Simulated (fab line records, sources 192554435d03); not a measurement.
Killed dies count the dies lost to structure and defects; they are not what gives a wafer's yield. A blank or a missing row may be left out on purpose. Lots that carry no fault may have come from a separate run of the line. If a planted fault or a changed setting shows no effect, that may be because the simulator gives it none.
Matching of chambers    flow n5_finfet    cmp-02 running N5_BEOL_M10_CMP_52: 4 sister chambers
The step polishes, stops on SiCOH lowk, t overpolish 7 s, target thk 140 nm. 24 wafers are shown with their chamber, then 12 later ones without.

== EACH WAFER AND ITS CHAMBER ==
wafer   chamber  motor_current_A (A)  time_to_endpoint_s (s)  barrier_field_endpoint_s (s)
L077.2  2        5.4                  70                      28.7
L077.5  3        6.1                  66                      29.5
L077.6  0        6.2                  62                      28.2
L080.1  0        6.1                  67                      28.3
L080.4  1        5.0                  64                      28.7
L080.5  1        4.9                  66                      28.9
L080.2  3        6.4                  71                      29.5
L080.3  2        5.4                  67                      28.8
L080.6  2        5.7                  66                      28.9
L078.1  0        6.2                  68                      29.5
L078.3  1        4.9                  66                      28.8
L078.6  0        6.0                  69                      29.1
L078.2  2        5.6                  69                      29.0
L078.4  3        6.7                  73                      30.2
L078.5  1        5.0                  66                      29.3
L081.2  0        5.8                  66                      28.7
L081.4  2        5.3                  69                      29.6
L081.6  1        4.8                  66                      29.4
L091.1  2        5.4                  64                      28.4
L091.3  0        6.3                  63                      27.2
L091.4  1        4.9                  63                      28.1
L089.1  3        6.3                  69                      29.5
L089.4  1        4.8                  65                      28.2
L089.6  3        6.5                  66                      28.3

SIGNATURES, as means of the wafers listed above
reading                   chamber 0  chamber 1  chamber 2  chamber 3  scatter within a chamber
motor_current_A           6.100      4.900      5.467      6.400      0.16
time_to_endpoint_s        65.83      65.14      67.50      69.00      2.36
barrier_field_endpoint_s  28.500     28.771     28.900     29.400     0.607
Rule: distance of a wafer from a chamber = root of the sum over the readings of ((wafer's reading minus chamber's mean) / reading's scatter) squared. If the next closest chamber is less than 2 further off than the closest, the wafer can't be placed; otherwise it belongs to the closest. The scatter: take each reading less its chamber's mean, square it, sum over the shown wafers, divide by the number of wafers less the number of chambers, and take the root.

== WAFERS WHOSE CHAMBER IS MISSING ==
wafer   motor_current_A (A)  time_to_endpoint_s (s)  barrier_field_endpoint_s (s)
L092.2  6.2                  70                      29.6
L092.4  6.2                  63                      28.2
L092.6  4.7                  63                      28.4
L094.2  6.3                  68                      29.2
L094.3  5.4                  69                      28.1
L094.5  6.2                  64                      28.6
L095.1  5.3                  63                      27.1
L095.2  4.7                  61                      27.3
L095.4  6.7                  66                      28.2
L097.2  6.8                  66                      28.7
L097.3  5.6                  62                      28.1
L097.6  6.3                  65                      28.6

== EACH ONE'S CHAMBER ==
wafer   from the rows above           in truth
L092.2  can't be placed: 3 or 0       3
L092.4  0                             0
L092.6  1                             1
L094.2  can't be placed: 3 or 0       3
L094.3  2                             2
L094.5  can't be placed: 0 or 3       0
L095.1  can't be placed: 2 or 1 or 0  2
L095.2  1                             1
L095.4  can't be placed: 3 or 0       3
L097.2  can't be placed: 3 or 0       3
L097.3  can't be placed: 2 or 0 or 1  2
L097.6  can't be placed: 0 or 3       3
4 of 12 placed correctly. Not placeable from these rows: 8 (in 8, the candidates include the true chamber). Number placed wrongly: 0.
